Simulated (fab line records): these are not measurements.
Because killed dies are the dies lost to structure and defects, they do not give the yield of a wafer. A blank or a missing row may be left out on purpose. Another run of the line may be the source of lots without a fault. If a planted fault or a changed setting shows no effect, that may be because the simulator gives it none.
The tool behind it: which one?    flow n5-finfet    route of 1938 steps, sampled at 1 step: 12 lots, 36 wafers

== WHAT EACH GAUGE READ, for each wafer ==
N5_BEOL_M9_OCD_MEAS_38.
lot   measured      on      trench-depth-nm (nm)
L075  day 9 19:29   ocd-01  153 145 151
L077  day 10 02:35  ocd-01  156 153 149
L079  day 10 11:41  ocd-02  147 151 148
L081  day 11 13:37  ocd-02  152 147 150
L084  day 12 05:04  ocd-02  154 154 149
L083  day 12 09:35  ocd-02  148 150 150
L087  day 13 01:16  ocd-02  151 152 149
L089  day 13 14:10  ocd-01  152 147 151
L091  day 14 02:14  ocd-01  154 147 149
L094  day 14 14:22  ocd-02  153 147 147
L095  day 14 21:17  ocd-01  149 154 153
L096  day 15 08:46  ocd-01  154 154 154

== EACH LOT AND THE TOOL THAT RAN IT (in order: tool; ch and the chambers of the sampled wafers; start) ==
No process step before these readings appears in the record.

== THE ANSWER, worked out from the rows above alone ==
Rule: the usual values come from the lots themselves. Put in order of their means at a reading, lots are off if they are a third of the lots or fewer, leave a main group of 4 or more, and stand apart from it by a gap of 3 or more times the standard deviation of the main group's means; of several such gaps the widest counts. A main group whose means are all the same, to the digits that the tables above print for the reading, isn't used. Also off: a lot with no number at a reading for which 4 or more lots have one. Any other lot the step has rows for is counted as sound.
No lot is off on any of the readings shown, so nothing can be concluded from this.

== WHAT WAS PUT IN BY THE SIMULATOR ==
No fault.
